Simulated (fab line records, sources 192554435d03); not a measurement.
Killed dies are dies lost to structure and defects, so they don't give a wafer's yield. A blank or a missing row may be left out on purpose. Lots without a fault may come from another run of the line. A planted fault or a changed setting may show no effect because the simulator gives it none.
Split-lot experiment | flow n5_finfet | 7 lots, 39 wafers read, on a route of 1938 steps

THE SPLIT
At N5_SD_EPI_P_EPI_21 (deposits SiGe:B, time 355 s), the setting epi_growth_time_s was moved away from the recipe's 355 s on 15 of the 39 wafers read, by -27.6% to +59.3%. The other wafers ran this setting at the recipe's value.

The reading is taken at the split's own step.

THE READING
SiGe-B_of_SD_EPI_P_EPI_21.thk_nm (the simulator's own value, which no gauge read), in nm, at N5_SD_EPI_P_EPI_21 (deposits SiGe:B, time 355 s). The file gives no usual value for it. The 24 wafers here that ran the recipe average 60.9 nm, standard deviation 0.68 nm.

wafer  | tool, chamber at the split | epi_growth_time_s as run, s | against the recipe | SiGe-B_of_SD_EPI_P_EPI_21.thk_nm, nm | against lot-mates on the recipe
L083.3 | epi_rpcvd-01, 0            | 355                         | recipe             | 60.2                                 | -
L083.4 | epi_rpcvd-01, 0            | 355                         | recipe             | 60.8                                 | -
L083.5 | epi_rpcvd-01, 0            | 355                         | recipe             | 61.2                                 | -
L085.1 | epi_rpcvd-04, 0            | 565.5                       | +59.3%             | 84.8                                 | +23.3
L085.2 | epi_rpcvd-04, 0            | 355                         | recipe             | 61.4                                 | -
L085.4 | epi_rpcvd-04, 0            | 355                         | recipe             | 61.4                                 | -
L085.3 | epi_rpcvd-04, 0            | 565.5                       | +59.3%             | 84.4                                 | +22.9
L085.5 | epi_rpcvd-04, 0            | 565.5                       | +59.3%             | 84.6                                 | +23.1
L085.6 | epi_rpcvd-04, 0            | 355                         | recipe             | 61.8                                 | -
L086.1 | epi_rpcvd-01, 0            | 466.5                       | +31.4%             | 73.8                                 | +12.5
L086.2 | epi_rpcvd-01, 0            | 355                         | recipe             | 60.8                                 | -
L086.3 | epi_rpcvd-01, 0            | 355                         | recipe             | 61.8                                 | -
L086.4 | epi_rpcvd-01, 0            | 466.5                       | +31.4%             | 74.4                                 | +13.1
L086.6 | epi_rpcvd-01, 0            | 466.5                       | +31.4%             | 74.4                                 | +13.1
L086.5 | epi_rpcvd-01, 0            | 355                         | recipe             | 61.2                                 | -
L089.1 | epi_rpcvd-04, 0            | 355                         | recipe             | 61.4                                 | -
L089.2 | epi_rpcvd-04, 0            | 355                         | recipe             | 61.8                                 | -
L089.4 | epi_rpcvd-04, 0            | 355                         | recipe             | 61.8                                 | -
L089.3 | epi_rpcvd-04, 0            | 444                         | +25.1%             | 71.6                                 | +9.9
L089.5 | epi_rpcvd-04, 0            | 444                         | +25.1%             | 72.8                                 | +11.1
L089.6 | epi_rpcvd-04, 0            | 444                         | +25.1%             | 71.4                                 | +9.7
L093.1 | epi_rpcvd-04, 0            | 355                         | recipe             | 61.4                                 | -
L093.3 | epi_rpcvd-04, 0            | 355                         | recipe             | 61.4                                 | -
L093.2 | epi_rpcvd-04, 0            | 355                         | recipe             | 60.8                                 | -
L093.4 | epi_rpcvd-04, 0            | 257                         | -27.6%             | 49                                   | -12.2
L093.5 | epi_rpcvd-04, 0            | 257                         | -27.6%             | 48.4                                 | -12.8
L093.6 | epi_rpcvd-04, 0            | 257                         | -27.6%             | 48.6                                 | -12.6
L094.1 | epi_rpcvd-01, 0            | 355                         | recipe             | 60.2                                 | -
L094.2 | epi_rpcvd-01, 0            | 516                         | +45.4%             | 77.2                                 | +17.3
L094.3 | epi_rpcvd-01, 0            | 516                         | +45.4%             | 78.2                                 | +18.3
L094.4 | epi_rpcvd-01, 0            | 355                         | recipe             | 59.6                                 | -
L094.5 | epi_rpcvd-01, 0            | 355                         | recipe             | 59.8                                 | -
L094.6 | epi_rpcvd-01, 0            | 516                         | +45.4%             | 77.6                                 | +17.7
L095.1 | epi_rpcvd-01, 0            | 355                         | recipe             | 61.2                                 | -
L095.2 | epi_rpcvd-01, 0            | 355                         | recipe             | 60.8                                 | -
L095.3 | epi_rpcvd-01, 0            | 355                         | recipe             | 60.8                                 | -
L095.4 | epi_rpcvd-01, 0            | 355                         | recipe             | 59.4                                 | -
L095.5 | epi_rpcvd-01, 0            | 355                         | recipe             | 60.4                                 | -
L095.6 | epi_rpcvd-01, 0            | 355                         | recipe             | 61                                   | -

THE FIT
A straight line over all 39 wafers: SiGe-B_of_SD_EPI_P_EPI_21.thk_nm changes by +0.404 nm for each +1% of epi_growth_time_s; r = +1.00; the points scatter about the line by 0.86 nm.
The same after taking each lot's own level away (the mean of its wafers on the recipe; 39 wafers): +0.404 nm for each +1%; r = +1.00; scatter 0.61 nm.
On that fit, the largest move of epi_growth_time_s shifts the reading by 24 nm.
The lots' own levels span 59.87 to 61.67 nm, that is 2.6 times the standard deviation above.
So the lot-to-lot level changes the slope little: the two slopes agree.
Check: with one of the wafers moved furthest among these (+59.3%) left out of the fit, the line predicts +23.8 nm for it against its lot-mates. It came out at +23.3 nm against them.

OTHER SPLITS ON THESE WAFERS
These wafers also went through other splits before the reading. Each is held against what the fit with the lots' levels taken away leaves over:
other split on the same wafers          | wafers away from the commonest value | r with SiGe-B_of_SD_EPI_P_EPI_21.thk_nm (lot level and that fit taken away)
N5_ZERO_LAYER_DEVELOP_10 develop_time_s | 15                                   | +0.03

THE WHOLE CHAIN: every reading that the file lists as answering this split, in the file's order
step                    | what it does                | reading                                                                           | change (the file's fit)               | r (the file's)
N5_SD_EPI_P_EPI_21      | deposits SiGe:B, time 355 s | SiGe-B_of_SD_EPI_P_EPI_21.thk_nm (the simulator's own value, which no gauge read) | +0.401 nm for each +1% of the setting | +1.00
N5_SD_EPI_P_EPI_MEAS_23 |                             | thk_nm                                                                            | withheld for each +1% of the setting  | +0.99

THE FILE'S OWN FIT
SiGe-B_of_SD_EPI_P_EPI_21.thk_nm changes by +0.401 nm for each +1% of epi_growth_time_s, r = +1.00.
